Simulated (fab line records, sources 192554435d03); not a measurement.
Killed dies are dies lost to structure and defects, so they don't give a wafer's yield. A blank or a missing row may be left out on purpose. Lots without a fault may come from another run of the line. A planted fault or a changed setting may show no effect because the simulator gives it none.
Chamber matching | flow n5_finfet | N5_BEOL_M4_ETCH_64 on rie_diel-06: 4 sister chambers
The step etches SOC in N2/H2, target depth 75 nm, overetch 22.5 nm, time 121.9 s. 4 wafers are shown with their chamber, then 10 later ones without.

WAFERS WITH THEIR CHAMBER
wafer  | chamber | showerhead_plenum_p_Torr (Torr)
L083.4 | 0       | 2.51
L090.6 | 3       | 2.55
L092.1 | 2       | 2.55
L092.3 | 1       | 2.61

WAFERS WITHOUT THEIR CHAMBER
wafer  | showerhead_plenum_p_Torr (Torr)
L092.4 | 2.50
L093.2 | 2.61
L093.4 | 2.50
L093.5 | 2.50
L094.1 | 2.60
L094.2 | 2.55
L094.3 | 2.50
L097.1 | 2.54
L097.3 | 2.50
L097.5 | 2.60

WHICH CHAMBER EACH WENT THROUGH
wafer  | from the rows above     | in truth
L092.4 | 0                       | 0
L093.2 | 1                       | 1
L093.4 | 0                       | 0
L093.5 | 0                       | 0
L094.1 | 1                       | 1
L094.2 | can't be placed: 2 or 3 | 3
L094.3 | 0                       | 0
L097.1 | can't be placed: 2 or 3 | 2
L097.3 | 0                       | 0
L097.5 | 1                       | 1
Placed correctly: 8 of 10. Can't be placed from these rows: 2 (the true chamber is among the candidates in 2). Placed wrongly: 0.
How it was worked out, from the rows above alone: a wafer's distance from a chamber is the root of the sum, over the readings, of the square of ((its reading less the chamber's mean) divided by the reading's scatter). The wafer belongs to the nearest chamber; if the next one is less than 2 further off, it can't be placed. A chamber's mean is the mean of its shown wafers. The scatter: with one shown wafer a chamber, the root of the mean of the squares of how far each hidden wafer lies from its nearest shown one.
